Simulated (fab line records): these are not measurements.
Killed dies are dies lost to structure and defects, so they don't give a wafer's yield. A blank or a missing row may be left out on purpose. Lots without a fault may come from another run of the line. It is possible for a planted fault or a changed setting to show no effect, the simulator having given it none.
Matching of chambers -- flow n5Finfet -- rieDiel-06 running N5_GATE_CUT_STRIP_42: 4 sister chambers
The step strips in O2. 8 wafers are shown with their chamber, then 7 later ones without.

== WAFERS PAIRED WITH THEIR CHAMBERS ==
wafer,chamber,showerheadPlenumPTorr (Torr),oesProductAu (a.u.)
L075.6,2,2.15,0.67
L080.2,1,1.98,0.68
L080.6,0,2.06,0.88
L081.2,1,1.98,0.67
L081.4,3,1.99,0.75
L081.5,2,2.15,0.68
L085.3,3,1.98,0.73
L085.5,0,2.06,0.85

== WAFERS WITHOUT THEIR CHAMBER ==
wafer,showerheadPlenumPTorr (Torr),oesProductAu (a.u.)
L085.6,1.98,0.73
L091.2,2.06,0.85
L091.4,2.06,0.85
L091.6,2.15,0.98
L092.2,1.98,0.73
L092.5,1.98,0.73
L092.6,2.06,0.84

== EACH ONE'S CHAMBER ==
wafer,from the rows above,in truth
L085.6,3,3
L091.2,0,0
L091.4,0,0
L091.6,2,2
L092.2,3,3
L092.5,3,3
L092.6,0,0
Correctly placed: 7 of 7. Number that these rows cannot place: 0. Placed wrongly: 0.
How it was worked out, from the rows above alone: a wafer's distance from a chamber is the root of the sum, over the readings, of the square of ((its reading less the chamber's mean) divided by the reading's scatter). If the next closest chamber is less than 2 further off than the closest, the wafer can't be placed; otherwise it belongs to the closest. A chamber's mean is the mean of its shown wafers. The scatter: take each reading less its chamber's mean, square it, sum over the shown wafers, divide by the number of wafers less the number of chambers, and take the root.
